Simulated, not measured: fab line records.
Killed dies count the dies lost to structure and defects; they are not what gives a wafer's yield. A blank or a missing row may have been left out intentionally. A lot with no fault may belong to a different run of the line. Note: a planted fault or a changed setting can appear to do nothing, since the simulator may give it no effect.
Which tool is to blame? ; flow nandHarc ; Sampling: 24 lots, 72 wafers, 2 of 1159 route steps

WHAT EACH GAUGE READ, for each wafer
NHARC_A_CONTACT_CD_MEAS_15.
lot;measured;on;cdNm (nm)
L075;day 17 01:52;cdSem-01;89.7 90.9 90.2
L074;day 17 02:58;cdSem-01;91.3 91.3 91.1
L077;day 17 15:32;cdSem-01;89.8 89.7 90.0
L078;day 17 17:20;cdSem-01;90.3 90.0 89.6
L076;day 17 21:34;cdSem-03;91.0 89.6 90.7
L080;day 18 05:55;cdSem-01;90.8 90.4 91.1
L079;day 18 08:38;cdSem-01;90.4 90.3 89.7
L083;day 18 18:12;cdSem-02;91.3 91.1 89.9
L082;day 19 00:53;cdSem-02;90.7 90.2 91.8
L085;day 19 08:17;cdSem-02;89.4 88.8 90.2
L081;day 19 10:40;cdSem-02;90.7 90.7 90.3
L084;day 19 16:57;cdSem-03;90.0 89.3 89.3
L087;day 19 22:47;cdSem-02;89.1 89.8 89.6
L086;day 20 00:58;cdSem-03;89.7 90.4 89.3
L089;day 20 10:50;cdSem-02;89.4 90.0 89.5
L088;day 20 19:59;cdSem-01;90.6 91.3 90.8
L090;day 21 01:10;cdSem-03;89.0 89.4 89.3
L091;day 21 07:54;cdSem-03;89.9 90.3 90.0
L093;day 21 11:08;cdSem-01;89.9 90.1 89.8
L092;day 21 14:10;cdSem-01;90.7 90.3 89.8
L095;day 21 19:50;cdSem-01;90.6 91.1 90.5
L094;day 21 21:32;cdSem-02;90.2 90.0 89.8
L097;day 22 08:30;cdSem-03;90.6 89.9 91.0
L096;day 22 14:10;cdSem-03;90.5 89.8 90.1

NHARC_A_BLC_CD_MEAS_10: target cd 100 nm.
lot;measured;on;cdNm (nm)
L075;day 17 12:32;cdSem-02;99.4 99.1 99.4
L074;day 17 13:56;cdSem-02;101.3 100.9 100.8
L077;day 17 22:56;cdSem-02;100.0 99.6 100.0
L078;day 17 23:05;cdSem-01;100.4 100.2 100.0
L076;day 18 02:54;cdSem-02;99.1 99.2 99.6
L080;day 18 15:07;cdSem-02;100.4 99.9 99.7
L079;day 18 15:17;cdSem-03;99.5 99.2 99.4
L083;day 18 21:22;cdSem-03;100.1 99.2 100.4
L082;day 19 08:46;cdSem-02;99.8 98.9 99.2
L085;day 19 13:56;cdSem-03;98.5 98.9 98.8
L081;day 19 20:38;cdSem-03;99.2 99.5 99.7
L084;day 20 02:23;cdSem-01;99.1 99.7 99.7
L087;day 20 03:00;cdSem-03;99.5 100.4 98.9
L086;day 20 03:46;cdSem-02;98.2 99.1 98.7
L089;day 20 15:37;cdSem-03;99.8 99.3 100.1
L088;day 20 23:18;cdSem-01;100.2 99.4 99.3
L090;day 21 04:10;cdSem-03;99.2 99.0 99.1
L091;day 21 10:53;cdSem-02;100.5 99.6 100.6
L093;day 21 17:48;cdSem-01;99.5 100.2 100.1
L092;day 21 18:52;cdSem-01;98.2 99.0 98.9
L095;day 21 22:43;cdSem-02;98.7 99.0 99.4
L094;day 22 00:31;cdSem-02;99.8 99.8 99.7
L097;day 22 12:04;cdSem-03;99.2 99.5 99.8
L096;day 22 17:40;cdSem-03;99.7 99.1 100.5

WHAT TOOL EACH LOT RAN ON (gives the tool, then ch and the chambers of the sampled wafers, and finally the start)
There is no process step in the record ahead of these readings.

WHAT THE TOOLS THEMSELVES READ (means of the sampled wafers that have a number; where no wafer has one, the mark that the record gives instead)
The record holds no such reading with a usual standard deviation.

THE ANSWER, worked out from the rows above alone
Rule: the usual values come from the lots themselves. Put in order of their means at a reading, lots are off if they are a third of the lots or fewer, leave a main group of 4 or more, and stand apart from it by a gap of 3 or more times the standard deviation of the main group's means; of several such gaps the widest counts. Not used: any main group whose means are identical at the precision the tables above print for the reading. Also off: a lot with no number at a reading for which 4 or more lots have one. Any other lot the step has rows for is counted as sound. After the gauges, taken in route order, come the tools' own readings; for these a lot's mean is taken, as printed above. The first step at which some lot is off is used, and at that step the reading that is off furthest; a lot without a number counts as furthest.
No lot is off at any reading shown: from this, nothing can be told.

WHAT THE SIMULATOR HAD INSERTED
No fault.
